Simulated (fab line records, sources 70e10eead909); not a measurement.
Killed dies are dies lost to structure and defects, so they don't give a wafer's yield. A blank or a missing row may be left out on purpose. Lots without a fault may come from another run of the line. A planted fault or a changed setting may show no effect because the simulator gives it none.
fab line records | flow nand_harc
record lots=24 wafers=72 last_day=34
route steps=1302 shown A_STAIRCASE@836 A_SGD_CUT@903
lots that met no fault: from a run of the same line without faults
start_h: hours from the record's first day to the start of the lot's first wafer shown | wait_h: hours since the lot's step before | " the same as in the row above | L1.1+2: a row that stands for several wafers | - no value, or no start given | * or withheld: withheld | < > ~ a bound
route shown NAME@n: a module of which the file shows steps, and the number in the route of the first | usual: mean/standard deviation of fault-free wafers | same: alike in all rows | chamber/n: place in a boat | sites: the reading at each site | _std_site: their standard deviation | _edge_site: outer sites' mean less inner sites' | radius_mm: how far each site lies from the wafer's centre | mask NAME#n: copy n | behind: the tool/chamber that last shaped the wafer | hold: why the lot was held/for how many hours/how that ended | device: the transistor (n, p or np) that didn't switch | end of line: the same wafers' tests at the end of the route | a step without rows: its recipe alone | killed: dies lost to structure and defects at the first sort, not the wafer's yield | map: a wafer's dies, x killed, . not, _ none there
set.NAME: the setting as run; set.NAME@STEP: as run at that earlier step | model.NAME: the simulator's own value behind a step, which no gauge read
steps of the route over a sample of lots; a table a step, a row a wafer
services: from which hour (start_h, from the record's first day; less than 0 if before it) a tool's chamber was out of use, for how many hours, and why
## steps
# step NHARC_A_STAIRCASE_STRIP_316
# recipe o2_flow_sccm=500 ar_flow_sccm=0 bias_w=0 chemistry=O2
# usual drypump_motor_current_A=5.6/0.53 mfc_ar_sccm=0.014/0.012 oes_product_au=0.995/0.01 rf_vpp_V=58.0/0.88 showerhead_plenum_p_Torr=3.57/0.14 throttle_valve_pct=17.036/0.01
# columns lot.wafer tool chamber start_h wait_h drypump_motor_current_A mfc_ar_sccm oes_product_au rf_hours_counter_h rf_vpp_V showerhead_plenum_p_Torr throttle_valve_pct
L074.2 rie_diel-09 1 - - 5.8 0 1.018 16 58.9 3.80 17.038
L074.6 " 0 " " 5.0 0.005 1.011 - 58.8 3.52 17.029
L074.5 " 1 " " 5.8 0 1.019 - 60.4 3.80 17.043
L075.4 rie_diel-13 3 - - 6.4 0.015 1.000 17 57.0 3.36 17.034
L075.3 " 0 " " 5.0 0.021 1.000 17 58.2 3.74 17.028
L075.6 " 2 " " 5.1 0.032 0.990 - 58.7 3.65 17.043
L076.3 rie_diel-13 3 - - 6.4 0.015 0.996 21 57.5 3.36 17.024
L076.4 " 2 " " 5.1 0.032 0.993 21 58.7 3.65 17.020
L076.6 " 0 " " 5.0 0.021 0.996 - 58.1 3.73 17.044
L078.1 rie_diel-06 1 - - 6.0 0 1.000 30 58.3 3.60 17.022
L078.4 " 3 " " 6.4 0.034 1.002 32 57.7 3.46 17.042
L078.5 " 1 " " 6.0 0 0.994 - 57.0 3.60 17.043
L077.2 rie_diel-13 1 - - 5.4 0.017 0.995 22 57.2 3.58 17.028
L077.3 " 2 " " 5.1 0.032 0.994 23 56.9 3.65 17.039
L077.5 " 1 " " 5.4 0.017 0.993 - 58.8 3.58 17.036
L080.3 rie_diel-06 1 - - 6.0 0 1.005 32 57.4 3.60 17.045
L080.5 " 2 " " 5.2 0 0.984 - 60.2 3.76 17.044
L080.6 " 0 " " 5.8 0 0.996 - 57.4 3.54 17.050
L079.2 rie_diel-06 3 - - 6.5 0.034 1.006 34 59.4 3.46 17.022
L079.5 " 0 " " 5.8 0 0.999 - 57.9 3.54 17.035
L079.6 " 1 " " 6.0 0 0.990 - 58.4 3.60 17.037
L081.3 rie_diel-06 1 - - 6.0 0 0.987 42 57.3 3.59 17.035
L081.2 " 2 " " 5.2 0 0.991 44 58.5 3.76 17.037
L081.5 " 1 " " 6.0 0 0.986 - 58.6 3.59 17.021
L082.4 rie_diel-06 3 - - 6.4 0.034 0.995 43 56.9 3.45 17.028
L082.1 " 0 " " 5.9 0 1.005 43 58.0 3.53 17.026
L082.6 " 2 " " 5.2 0 0.974 - 57.3 3.75 17.018
L083.1 rie_diel-13 0 - - 5.1 0.021 0.991 49 57.0 3.72 17.044
L083.5 " 0 " " 5.0 0.021 0.990 - 58.9 3.72 17.031
L083.6 " 1 " " 5.4 0.017 0.989 - 57.3 3.57 17.063
L084.1 rie_diel-09 1 - - 5.8 0 1.015 52 60.1 3.78 17.032
L084.3 " 2 " " 6.2 0.019 0.999 52 56.8 3.49 17.028
L084.5 " 0 " " 5.0 0.005 1.018 - 57.2 3.51 17.032
L086.4 rie_diel-13 1 - - 5.4 0.017 0.988 54 58.9 3.56 17.043
L086.3 " 3 " " 6.4 0.015 0.986 54 57.6 3.34 17.021
L086.1 " 0 " " 5.1 0.021 0.994 56 59.3 3.71 17.028
L085.2 rie_diel-06 0 - - 5.9 0 0.996 7 58.2 3.53 17.028
L085.4 " 1 " " 6.0 0 0.998 9 58.3 3.58 17.035
L085.6 " 0 " " 5.8 0 1.007 - 57.1 3.53 17.037
L087.2 rie_diel-13 2 - - 5.1 0.032 0.984 4 57.6 3.62 17.042
L087.4 " 2 " " 5.1 0.032 0.990 - 59.3 3.62 17.030
L087.6 " 0 " " 5.1 0.021 0.998 - 58.9 3.71 17.022
L088.1 rie_diel-13 3 - - 6.4 0.015 0.996 4 58.3 3.34 17.054
L088.2 " 2 " " 5.1 0.032 0.995 4 58.6 3.62 17.037
L088.5 " 2 " " 5.1 0.032 1.003 - 58.8 3.62 17.037
L089.4 rie_diel-13 3 - - 6.4 0.015 0.995 7 59.0 3.33 17.030
L089.5 " 3 " " 6.4 0.015 0.997 - 56.9 3.33 17.030
L089.6 " 0 " " 5.1 0.021 0.998 - 58.1 3.71 17.040
L090.4 rie_diel-13 0 - - 5.1 0.021 0.989 10 58.5 3.71 17.032
L090.1 " 1 " " 5.4 0.017 0.993 9 57.9 3.55 17.041
L090.5 " 2 " " 5.1 0.032 0.985 - 58.5 3.62 17.029
L093.2 rie_diel-13 3 - - 6.4 0.015 0.991 13 57.8 3.33 17.034
L093.3 " 2 " " 5.1 0.032 0.995 14 57.4 3.61 17.049
L093.6 " 0 " " 5.0 0.021 0.994 - 58.6 3.71 17.035
L092.1 rie_diel-06 2 - - 5.2 0 1.011 22 58.7 3.74 17.047
L092.2 " 0 " " 5.8 0 1.011 27 59.1 3.52 17.041
L092.6 " 1 " " 6.0 0 0.998 - 58.7 3.57 17.028
L091.4 rie_diel-13 0 - - 5.0 0.021 0.990 12 58.1 3.71 17.035
L091.1 " 1 " " 5.4 0.017 0.986 10 58.5 3.55 17.048
L091.5 " 3 " " 6.4 0.015 0.984 - 57.7 3.33 17.053
L094.4 rie_diel-13 2 - - 5.1 0.032 0.981 22 59.0 3.61 17.042
L094.6 " 2 " " 5.1 0.032 0.979 - 57.4 3.61 17.047
L094.5 " 3 " " 6.4 0.015 0.989 - 59.2 3.33 17.041
L095.2 rie_diel-06 1 - - 5.9 0 0.995 38 57.7 3.57 17.039
L095.3 " 0 " " 5.8 0 1.013 41 57.0 3.51 17.022
L095.6 " 2 " " 5.2 0 0.987 - 57.9 3.73 17.026
L096.4 rie_diel-13 0 - - 5.1 0.021 1.005 34 58.1 3.69 17.037
L096.3 " 2 " " 5.1 0.032 0.987 31 58.1 3.60 17.039
L096.5 " 0 " " 5.1 0.021 0.980 - 58.4 3.69 17.032
L097.3 rie_diel-09 2 - - 6.2 0.019 1.004 39 57.3 3.46 17.024
L097.4 " 3 " " 6.0 0 1.022 - 57.5 3.78 17.048
L097.6 " 0 " " 4.9 0.005 0.986 - 57.7 3.49 17.034
# step NHARC_A_STAIRCASE_ALD_415
# recipe target_thk_a=300 pulse_time_s=6 ald_cycles=300 temp_c=300 material=SiO2
# usual heater_power_w=461/49 precursor_pulse_height_rel=0.998/0.021
# same ald_cycles=300
# columns lot.wafer tool chamber start_h wait_h heater_power_w precursor_pulse_height_rel
L074.2 ald_hk-02 1 386.93 0.7 507 0.971
L074.5 " 2 " " 382 0.994
L074.6 " 3 " " 492 0.976
L075.3 ald_hk-04 2 399.12 0.5 448 1.015
L075.4 " 3 " " 493 0.985
L075.6 " 1 " " 451 1.026
L076.4 ald_hk-01 0 408.59 0.3 430 0.973
L076.3 " 1 " " 497 0.992
L076.6 " 3 " " 404 0.979
L078.1 ald_hk-04 2 416.41 0.1 445 1.018
L078.4 " 3 " " 487 0.954
L078.5 " 3 " " 463 0.991
L077.2 ald_hk-02 0 419.20 0.3 562 0.972
L077.3 " 2 " " 387 1.009
L077.5 " 0 " " 551 1.038
L080.3 ald_hk-01 1 429.28 0.1 503 0.973
L080.6 " 1 " " 500 0.976
L080.5 " 2 " " 439 1.016
L079.2 ald_hk-02 0 431.42 0.5 555 0.972
L079.5 " 2 " " 375 0.965
L079.6 " 3 " " 504 1.006
L081.2 ald_hk-01 0 463.25 0.3 433 0.996
L081.3 " 2 " " 435 0.974
L081.5 " 0 " " 432 1.027
L082.1 ald_hk-04 3 466.94 0.1 477 0.962
L082.4 " 1 " " 460 0.998
L082.6 " 3 " " 481 1.025
L083.1 ald_hk-02 2 486.88 0.1 376 1.008
L083.6 " 2 " " 387 0.992
L083.5 " 3 " " 491 1.009
L084.3 ald_hk-04 1 489.05 0.1 465 0.997
L084.1 " 0 " " 495 0.987
L084.5 " 1 " " 467 1.006
L086.1 ald_hk-02 1 508.35 0.1 504 0.985
L086.4 " 2 " " 383 0.943
L086.3 " 3 " " 493 1.078
L085.4 ald_hk-04 3 512.75 0.5 483 1.018
L085.2 " 0 " " 495 0.988
L085.6 " 1 " " 464 0.957
L087.2 ald_hk-04 1 537.23 0.1 451 0.999
L087.4 " 0 " " 489 1.002
L087.6 " 1 " " 462 0.983
L088.1 ald_hk-02 2 539.00 0.1 371 1.018
L088.2 " 0 " " 556 0.983
L088.5 " 3 " " 484 0.999
L089.4 ald_hk-02 3 545.51 0.5 477 0.984
L089.5 " 1 " " 481 1.031
L089.6 " 2 " " 372 0.966
L090.4 ald_hk-02 1 555.48 0.1 501 0.987
L090.1 " 0 " " 533 1.014
L090.5 " 2 " " 384 1.006
L093.2 ald_hk-01 0 564.33 0.1 431 1.001
L093.3 " 1 " " 514 1.010
L093.6 " 0 " " 449 1.005
L092.2 ald_hk-02 0 566.13 0.1 559 0.968
L092.1 " 2 " " 371 0.999
L092.6 " 1 " " 488 0.983
L091.1 ald_hk-01 1 567.85 0.1 497 1.007
L091.4 " 2 " " 451 1.005
L091.5 " 1 " " 503 1.004
L094.4 ald_hk-04 2 592.91 0.1 430 1.026
L094.5 " 2 " " 424 1.007
L094.6 " 3 " " 490 0.983
L095.2 ald_hk-02 3 605.09 0.1 475 1.015
L095.3 " 1 " " 486 1.013
L095.6 " 3 " " 472 1.012
L096.3 ald_hk-01 1 621.13 0.1 509 0.986
L096.4 " 0 " " 435 0.941
L096.5 " 1 " " 505 1.004
L097.4 ald_hk-01 2 622.50 0.2 456 0.970
L097.3 " 0 " " 439 1.028
L097.6 " 2 " " 444 0.946
# step NHARC_A_STAIRCASE_CMP_152
# usual motor_current_A=11.6/1
# columns lot.wafer tool chamber start_h wait_h motor_current_A
L074.2 cmp-04 2 433.98 0.1 11.5
L074.6 " 2 " " 12.9
L074.5 " 3 " " 11.7
L075.4 cmp-04 0 447.37 0.1 13.5
L075.3 " 3 " " 11.3
L075.6 " 0 " " 13.2
L076.3 cmp-02 0 455.58 0.1 11.6
L076.4 " 3 " " 11.3
L076.6 " 0 " " 11.1
L078.1 cmp-04 3 455.71 0.1 11.3
L078.4 " 1 " " 11.3
L078.5 " 0 " " 13.2
L077.2 cmp-04 0 455.87 0.1 12.9
L077.3 " 3 " " 11.5
L077.5 " 0 " " 13.5
L079.2 cmp-03 1 474.72 0.1 12.2
L079.5 " 2 " " 12.2
L079.6 " 3 " " 10.1
L080.3 cmp-03 0 476.01 0.1 10.0
L080.6 " 0 " " 10.0
L080.5 " 1 " " 12.2
L082.4 cmp-03 3 508.28 0.1 10.2
L082.1 " 0 " " 9.7
L082.6 " 1 " " 12.4
L081.2 cmp-03 0 508.56 0.1 10.0
L081.3 " 1 " " 12.3
L081.5 " 3 " " 10.5
L084.1 cmp-03 1 534.45 0.1 12.7
L084.3 " 2 " " 11.7
L084.5 " 2 " " 11.9
L083.1 cmp-04 3 534.62 0.1 11.7
L083.6 " 2 " " 12.8
L083.5 " 3 " " 11.5
L086.3 cmp-04 0 555.19 0.1 13.5
L086.4 " 1 " " 10.8
L086.1 " 2 " " 12.4
L085.4 cmp-02 3 555.31 0.1 10.6
L085.2 " 2 " " 10.7
L085.6 " 3 " " 11.2
L087.2 cmp-03 0 584.88 0.1 10.3
L087.4 " 3 " " 10.3
L087.6 " 1 " " 12.5
L088.2 cmp-02 2 587.64 3.0 10.9
L088.1 " 0 " " 10.8
L088.5 " 2 " " 10.9
L089.4 cmp-03 0 595.64 0.1 10.1
L089.6 " 0 " " 10.4
L089.5 " 1 " " 12.1
L090.1 cmp-02 1 599.85 0.1 12.5
L090.4 " 2 " " 11.3
L090.5 " 1 " " 12.1
L092.2 cmp-02 2 613.68 0.1 11.4
L092.1 " 0 " " 11.6
L092.6 " 3 " " 11.1
L091.4 cmp-03 0 613.96 0.1 9.7
L091.1 " 3 " " 10.1
L091.5 " 1 " " 12.0
L093.3 cmp-04 3 614.24 0.1 11.4
L093.2 " 0 " " 13.3
L093.6 " 0 " " 13.7
L094.4 cmp-04 1 645.01 0.1 11.8
L094.5 " 0 " " 13.9
L094.6 " 1 " " 11.1
L095.2 cmp-02 2 655.46 0.1 11.5
L095.3 " 0 " " 11.6
L095.6 " 2 " " 11.3
L097.4 cmp-03 2 665.38 0.1 12.4
L097.3 " 3 " " 10.1
L097.6 " 1 " " 12.6
L096.4 cmp-03 1 665.65 0.1 12.3
L096.3 " 3 " " 10.2
L096.5 " 2 " " 11.0
# step NHARC_A_SGD_CUT_INSPECT_11
# usual raw_defect_count=56/28
# columns lot.wafer tool chamber start_h wait_h raw_defect_count
L074.2 defect_inspect-01 - 436.57 0.0 15
L074.5 " - " " 13
L074.6 " - " " 10
L075.3 defect_inspect-02 - 449.87 0.0 132
L075.4 " - " " 98
L075.6 " - " " 97
L076.3 defect_inspect-01 - 458.26 0.0 63
L076.4 " - " " 76
L076.6 " - " " 64
L078.1 defect_inspect-01 - 458.41 0.0 12
L078.4 " - " " 15
L078.5 " - " " 19
L077.2 defect_inspect-02 - 458.57 0.0 78
L077.3 " - " " 75
L077.5 " - " " 67
L079.2 defect_inspect-02 - 477.40 0.0 60
L079.5 " - " " 59
L079.6 " - " " 63
L080.3 defect_inspect-02 - 478.63 0.0 74
L080.5 " - " " 70
L080.6 " - " " 70
L082.1 defect_inspect-02 - 510.80 0.0 93
L082.4 " - " " 104
L082.6 " - " " 114
L081.2 defect_inspect-02 - 511.18 0.0 62
L081.3 " - " " 68
L081.5 " - " " 76
L084.1 defect_inspect-02 - 537.01 0.0 11
L084.3 " - " " 16
L084.5 " - " " 17
L083.1 defect_inspect-01 - 537.25 0.0 65
L083.5 " - " " 68
L083.6 " - " " 59
L086.1 defect_inspect-02 - 557.80 0.0 81
L086.3 " - " " 86
L086.4 " - " " 93
L085.2 defect_inspect-01 - 558.25 0.0 23
L085.4 " - " " 16
L085.6 " - " " 27
L087.2 defect_inspect-01 - 587.50 0.0 64
L087.4 " - " " 55
L087.6 " - " " 70
L088.1 defect_inspect-02 - 590.13 0.0 57
L088.2 " - " " 47
L088.5 " - " " 58
L089.4 defect_inspect-01 - 598.37 0.0 92
L089.5 " - " " 89
L089.6 " - " " 81
L090.1 defect_inspect-02 - 602.55 0.0 59
L090.4 " - " " 58
L090.5 " - " " 58
L092.1 defect_inspect-01 - 616.38 0.0 55
L092.2 " - " " 61
L092.6 " - " " 51
L091.1 defect_inspect-01 - 616.70 0.0 54
L091.4 " - " " 51
L091.5 " - " " 58
L093.2 defect_inspect-01 - 616.88 0.0 55
L093.3 " - " " 66
L093.6 " - " " 52
L094.4 defect_inspect-02 - 647.63 0.0 55
L094.5 " - " " 64
L094.6 " - " " 63
L095.2 defect_inspect-01 - 658.17 0.0 32
L095.3 " - " " 23
L095.6 " - " " 29
L097.3 defect_inspect-01 - 668.17 0.0 40
L097.4 " - " " 69
L097.6 " - " " 35
L096.3 defect_inspect-01 - 668.45 0.0 4
L096.4 " - " " 10
L096.5 " - " " 6
# step NHARC_A_SGD_CUT_STRIP_17
# recipe o2_flow_sccm=500 ar_flow_sccm=0 bias_w=0 chemistry=O2
# usual drypump_motor_current_A=5.8/0.48 mfc_ar_sccm=0.008/0.013 oes_product_au=1.002/0.011 rf_vpp_V=57.8/0.92 showerhead_plenum_p_Torr=3.50/0.14 throttle_valve_pct=17.037/0.0091
# columns lot.wafer tool chamber start_h wait_h drypump_motor_current_A mfc_ar_sccm oes_product_au rf_hours_counter_h rf_vpp_V showerhead_plenum_p_Torr throttle_valve_pct
L074.2 rie_diel-07 0 - - 5.6 0.002 1.010 10 58.1 3.74 17.049
L074.5 " 1 " " 6.2 0.012 1.004 - 58.5 3.37 17.043
L074.6 " 2 " " 6.5 0 1.000 - 57.6 3.50 17.054
L075.3 rie_diel-07 0 - - 5.6 0.002 1.014 10 57.4 3.74 17.035
L075.4 " 1 " " 6.1 0.012 0.999 10 58.5 3.37 17.035
L075.6 " 1 " " 6.2 0.012 1.000 - 59.2 3.37 17.045
L076.4 rie_diel-07 1 - - 6.2 0.012 1.005 11 57.5 3.37 17.019
L076.3 " 2 " " 6.5 0 0.975 11 56.4 3.49 17.041
L076.6 " 1 " " 6.2 0.012 0.998 - 58.4 3.37 17.031
L078.4 rie_diel-04 2 - - 5.5 0 0.985 6 57.6 3.67 17.045
L078.1 " 3 " " 6.3 0 0.989 7 56.5 3.33 17.028
L078.5 " 1 " " 5.7 0 0.995 - 56.8 3.52 17.037
L077.2 rie_diel-08 1 - - 5.9 0.033 0.978 3 56.5 3.48 17.043
L077.3 " 3 " " 5.0 0 1.026 4 58.5 3.58 17.031
L077.5 " 1 " " 5.9 0.033 0.985 - 57.8 3.48 17.035
L079.2 rie_diel-08 1 - - 5.9 0.033 0.994 5 58.7 3.48 17.026
L079.6 " 2 " " 6.4 0.037 1.010 - 59.0 3.69 17.037
L079.5 " 3 " " 5.0 0 1.007 - 57.6 3.57 17.033
L080.3 rie_diel-04 0 - - 5.8 0 0.986 9 58.4 3.32 17.033
L080.6 " 0 " " 5.8 0 0.990 - 58.2 3.32 17.034
L080.5 " 1 " " 5.7 0 0.999 - 57.5 3.52 17.045
L082.4 rie_diel-08 2 - - 6.3 0.037 1.009 6 58.3 3.69 17.031
L082.1 " 1 " " 5.9 0.033 0.987 7 56.9 3.47 17.029
L082.6 " 2 " " 6.4 0.037 0.994 - 58.9 3.69 17.026
L081.3 rie_diel-07 2 - - 6.5 0 1.008 2 59.0 3.49 17.046
L081.2 " 0 " " 5.6 0.002 1.015 2 56.9 3.74 17.030
L081.5 " 2 " " 6.5 0 1.006 - 57.7 3.49 17.036
L084.3 rie_diel-08 3 - - 5.0 0 1.023 8 57.0 3.57 17.037
L084.1 " 1 " " 5.9 0.033 0.998 8 57.8 3.47 17.035
L084.5 " 3 " " 5.0 0 1.018 - 59.6 3.57 17.032
L083.1 rie_diel-07 1 - - 6.2 0.012 1.012 3 58.8 3.37 17.022
L083.6 " 3 " " 5.6 0 1.004 - 57.4 3.32 17.053
L083.5 " 0 " " 5.6 0.002 1.006 - 58.3 3.74 17.029
L086.3 rie_diel-08 2 - - 6.4 0.037 0.999 1 58.8 3.69 17.025
L086.1 " 1 " " 5.9 0.033 0.989 1 57.1 3.47 17.042
L086.4 " 1 " " 5.9 0.033 0.987 - 58.2 3.47 17.040
L085.2 rie_diel-07 2 - - 6.5 0 0.983 5 58.8 3.49 17.030
L085.4 " 0 " " 5.6 0.002 1.009 4 58.0 3.74 17.048
L085.6 " 2 " " 6.5 0 0.999 - 57.8 3.49 17.032
L087.2 rie_diel-07 3 - - 5.6 0 0.993 6 57.4 3.32 17.043
L087.4 " 0 " " 5.6 0.002 1.001 6 59.5 3.74 17.025
L087.6 " 3 " " 5.6 0 1.008 - 57.5 3.32 17.030
L088.1 rie_diel-08 1 - - 5.9 0.033 0.987 2 57.9 3.47 17.046
L088.2 " 3 " " 5.0 0 1.009 2 58.0 3.57 17.028
L088.5 " 1 " " 5.9 0.033 1.004 - 57.7 3.47 17.031
L089.4 rie_diel-04 3 - - 6.3 0 0.999 5 57.2 3.32 17.040
L089.6 " 3 " " 6.3 0 1.000 - 57.6 3.32 17.037
L089.5 " 0 " " 5.8 0 0.987 - 57.6 3.31 17.039
L090.1 rie_diel-07 3 - - 5.6 0 1.001 7 58.3 3.32 17.034
L090.4 " 0 " " 5.6 0.002 1.017 7 58.0 3.74 17.047
L090.5 " 2 " " 6.5 0 0.996 - 57.5 3.49 17.033
L092.2 rie_diel-08 0 - - 5.1 0 1.002 3 58.5 3.42 17.049
L092.1 " 2 " " 6.3 0.037 1.012 3 57.0 3.69 17.032
L092.6 " 0 " " 5.1 0 1.015 - 57.4 3.42 17.029
L091.1 rie_diel-07 0 - - 5.6 0.002 1.017 8 59.5 3.74 17.031
L091.5 " 3 " " 5.6 0 0.992 - 56.0 3.32 17.020
L091.4 " 0 " " 5.6 0.002 1.017 - 56.7 3.74 17.039
L093.3 rie_diel-08 2 - - 6.4 0.037 1.012 4 56.6 3.69 17.038
L093.2 " 0 " " 5.1 0 0.986 3 57.4 3.42 17.022
L093.6 " 3 " " 5.0 0 1.010 - 58.8 3.57 17.046
L094.4 rie_diel-08 1 - - 5.9 0.033 1.001 3 58.0 3.47 17.023
L094.5 " 3 " " 5.0 0 1.005 - 57.3 3.57 17.037
L094.6 " 0 " " 5.1 0 1.001 - 57.7 3.42 17.023
L095.3 rie_diel-07 0 - - 5.6 0.002 1.005 0 58.5 3.74 17.048
L095.2 " 2 " " 6.5 0 0.998 0 56.5 3.49 17.035
L095.6 " 0 " " 5.6 0.002 1.026 - 56.8 3.74 17.033
L097.3 rie_diel-07 1 - - 6.1 0.012 0.995 1 56.9 3.37 17.036
L097.4 " 0 " " 5.6 0.002 1.010 1 59.1 3.73 17.035
L097.6 " 2 " " 6.5 0 1.002 - 59.8 3.49 17.037
L096.3 rie_diel-04 3 - - 6.3 0 0.995 12 58.1 3.32 17.037
L096.4 " 1 " " 5.7 0 0.990 - 57.7 3.51 17.027
L096.5 " 0 " " 5.8 0 0.996 - 57.8 3.31 17.034
# step NHARC_A_SGD_CUT_ETCHBACK_24
# recipe target_depth_a=500 over_etch_frac=0.3 time_s=92.857 ion_energy_ev=120 ch3f_flow_sccm=50 o2_flow_sccm=30 ar_flow_sccm=200 rf_w=500 bias_w=100 chemistry=CH3F/O2
# usual drypump_motor_current_A=5.8/0.44 mfc_ar_sccm=200.0/0.6 oes_product_au=0.97/0.034 rf_vpp_V=243.8/1.6 showerhead_plenum_p_Torr=2.42/0.1 throttle_valve_pct=20.663/0.0091
# same over_etch_frac=0.3
# columns lot.wafer tool chamber start_h wait_h drypump_motor_current_A mfc_ar_sccm oes_product_au rf_hours_counter_h rf_vpp_V showerhead_plenum_p_Torr throttle_valve_pct
L074.2 rie_diel-08 0 443.93 0.2 5.1 199.8 0.99 3 242.6 2.38 20.662
L074.6 " 2 " " 6.4 200.1 1.00 - 246.9 2.58 20.677
L074.5 " 3 " " 5.0 199.8 1.01 - 242.7 2.49 20.666
L075.3 rie_diel-07 3 456.64 0.1 5.6 199.3 0.93 9 241.8 2.31 20.646
L075.4 " 1 " " 6.2 200.8 0.93 10 243.8 2.35 20.673
L075.6 " 3 " " 5.5 199.7 0.93 - 241.9 2.31 20.648
L078.4 rie_diel-04 1 465.39 0.1 5.7 200.2 0.92 8 245.4 2.45 20.669
L078.1 " 2 " " 5.5 200.4 0.92 6 245.9 2.56 20.662
L078.5 " 2 " " 5.5 200.4 0.92 - 244.9 2.56 20.657
L077.2 rie_diel-07 0 465.41 0.1 5.6 199.7 1.00 11 245.2 2.61 20.654
L077.3 " 1 " " 6.2 200.0 0.99 11 244.0 2.35 20.651
L077.5 " 3 " " 5.5 200.0 1.00 - 242.8 2.31 20.666
L076.3 rie_diel-08 0 465.42 0.2 5.1 200.2 0.99 4 242.4 2.38 20.663
L076.4 " 1 " " 5.9 198.9 1.00 4 245.0 2.42 20.658
L076.6 " 3 " " 5.0 200.5 1.01 - 245.8 2.49 20.674
L079.2 rie_diel-04 0 483.70 0.1 5.7 199.5 0.98 9 239.6 2.31 20.665
L079.5 " 0 " " 5.8 199.8 0.99 - 243.5 2.31 20.671
L079.6 " 1 " " 5.7 198.1 0.99 - 243.6 2.45 20.680
L080.3 rie_diel-07 3 483.79 0.2 5.5 199.9 1.00 0 241.9 2.31 20.661
L080.5 " 1 " " 6.2 200.6 1.02 - 242.3 2.35 20.674
L080.6 " 2 " " 6.5 199.5 1.00 - 242.3 2.43 20.667
L082.1 rie_diel-04 0 518.21 0.2 5.8 199.8 0.99 11 241.5 2.31 20.661
L082.4 " 1 " " 5.7 200.1 1.01 12 246.1 2.45 20.660
L082.6 " 0 " " 5.8 200.6 0.98 - 243.3 2.31 20.672
L081.3 rie_diel-07 3 518.22 0.2 5.6 200.2 0.94 1 242.8 2.31 20.664
L081.2 " 0 " " 5.6 200.3 0.96 2 246.8 2.61 20.664
L081.5 " 3 " " 5.6 199.3 0.94 - 241.4 2.31 20.663
L084.3 rie_diel-04 1 543.47 0.1 5.7 200.5 1.00 0 244.4 2.45 20.666
L084.1 " 3 " " 6.3 200.7 1.00 0 243.3 2.31 20.670
L084.5 " 1 " " 5.7 200.4 0.99 - 243.7 2.45 20.670
L083.1 rie_diel-08 2 543.48 0.2 6.4 200.5 1.01 8 246.5 2.58 20.667
L083.6 " 0 " " 5.1 199.6 0.99 - 242.4 2.38 20.670
L083.5 " 1 " " 5.9 201.0 0.99 - 243.1 2.42 20.677
L085.4 rie_diel-07 3 564.37 0.1 5.5 199.3 0.92 5 241.6 2.31 20.668
L085.2 " 1 " " 6.2 200.2 0.94 5 242.6 2.34 20.649
L085.6 " 0 " " 5.6 200.4 0.94 - 245.7 2.61 20.671
L086.4 rie_diel-08 3 564.38 0.2 5.0 199.8 1.01 1 245.6 2.49 20.647
L086.1 " 1 " " 5.9 200.5 0.91 1 244.5 2.42 20.666
L086.3 " 2 " " 6.4 200.1 0.93 1 245.6 2.58 20.678
L088.2 rie_diel-08 0 594.42 0.1 5.1 199.9 0.93 2 243.9 2.38 20.646
L088.1 " 1 " " 5.9 200.8 0.95 2 242.5 2.42 20.661
L088.5 " 1 " " 5.9 199.5 0.94 - 240.4 2.42 20.661
L087.2 rie_diel-04 0 594.43 0.1 5.8 199.6 0.99 5 242.2 2.30 20.660
L087.4 " 0 " " 5.8 199.3 0.98 - 240.3 2.30 20.659
L087.6 " 1 " " 5.7 199.9 1.00 - 245.3 2.45 20.654
L089.4 rie_diel-08 2 604.69 0.2 6.4 199.8 0.96 2 245.3 2.57 20.653
L089.5 " 0 " " 5.1 200.3 0.96 - 241.6 2.38 20.677
L089.6 " 1 " " 5.9 199.7 0.96 - 242.7 2.42 20.659
L090.1 rie_diel-08 1 610.42 0.1 5.9 200.4 0.99 2 243.7 2.42 20.669
L090.4 " 2 " " 6.4 199.9 0.99 3 245.6 2.58 20.665
L090.5 " 2 " " 6.4 200.2 0.99 - 246.9 2.58 20.677
L091.1 rie_diel-04 2 623.02 0.1 5.5 199.9 0.99 6 245.6 2.56 20.660
L091.4 " 0 " " 5.8 199.7 0.99 8 244.0 2.30 20.647
L091.5 " 2 " " 5.5 200.1 1.00 - 245.9 2.56 20.681
L092.1 rie_diel-08 3 623.03 0.2 5.0 200.9 0.93 4 245.3 2.49 20.661
L092.2 " 0 " " 5.1 200.7 0.92 4 242.6 2.38 20.658
L092.6 " 2 " " 6.4 200.6 0.93 - 245.7 2.57 20.672
L093.2 rie_diel-04 3 623.10 0.2 6.3 199.4 1.00 7 242.8 2.31 20.672
L093.3 " 0 " " 5.8 200.6 1.00 8 242.2 2.30 20.672
L093.6 " 3 " " 6.3 199.4 1.00 - 241.7 2.31 20.664
L094.6 rie_diel-04 1 655.45 0.2 5.7 199.3 1.00 - 244.8 2.45 20.663
L094.4 " 3 " " 6.3 198.4 0.99 - 241.7 2.31 20.681
L094.5 " 0 " " 5.8 199.9 1.00 - 242.5 2.30 20.675
L095.2 rie_diel-04 1 664.59 0.1 5.7 200.1 0.92 11 243.7 2.45 20.650
L095.3 " 3 " " 6.3 199.1 0.93 11 243.5 2.31 20.659
L095.6 " 3 " " 6.3 200.0 0.92 - 242.5 2.31 20.660
L096.3 rie_diel-04 1 674.61 0.2 5.7 199.7 0.92 12 244.0 2.45 20.663
L096.4 " 1 " " 5.7 200.3 0.92 - 245.0 2.45 20.654
L096.5 " 3 " " 6.3 201.1 0.92 - 243.2 2.31 20.667
L097.3 rie_diel-08 1 674.61 0.2 5.9 200.6 0.99 4 242.9 2.42 20.669
L097.4 " 0 " " 5.1 199.5 1.00 6 244.5 2.38 20.660
L097.6 " 2 " " 6.4 200.5 1.00 - 246.1 2.57 20.648
## services
# columns tool chamber start_h hours kind
rie_diel-07 3 361.73 7.6 repair
rie_diel-04 - 363.51 0.8 repair
rie_diel-08 - 367.80 9.0 pm
rie_diel-04 0 377.16 7.1 repair
rie_diel-07 3 405.58 4.2 repair
rie_diel-07 1 425.00 5.5 repair
rie_diel-04 3 428.64 4.2 repair
rie_diel-13 3 438.47 4.7 repair
rie_diel-07 - 471.64 9.0 pm
rie_diel-08 2 484.85 10.0 repair
rie_diel-07 2 515.71 7.9 repair
rie_diel-07 2 526.90 1.2 repair
rie_diel-04 - 531.90 9.0 pm
rie_diel-08 0 534.55 4.2 repair
rie_diel-07 0 541.29 7.0 repair
rie_diel-08 - 544.80 9.0 pm
rie_diel-08 3 556.81 2.5 repair
rie_diel-08 - 567.90 0.4 repair
rie_diel-04 2 592.62 2.7 repair
rie_diel-08 1 613.84 12.6 repair
rie_diel-07 2 613.91 6.3 repair
rie_diel-04 3 620.02 2.6 repair
rie_diel-07 - 648.64 9.0 pm
rie_diel-04 2 649.77 103.8 repair
## key
fault none
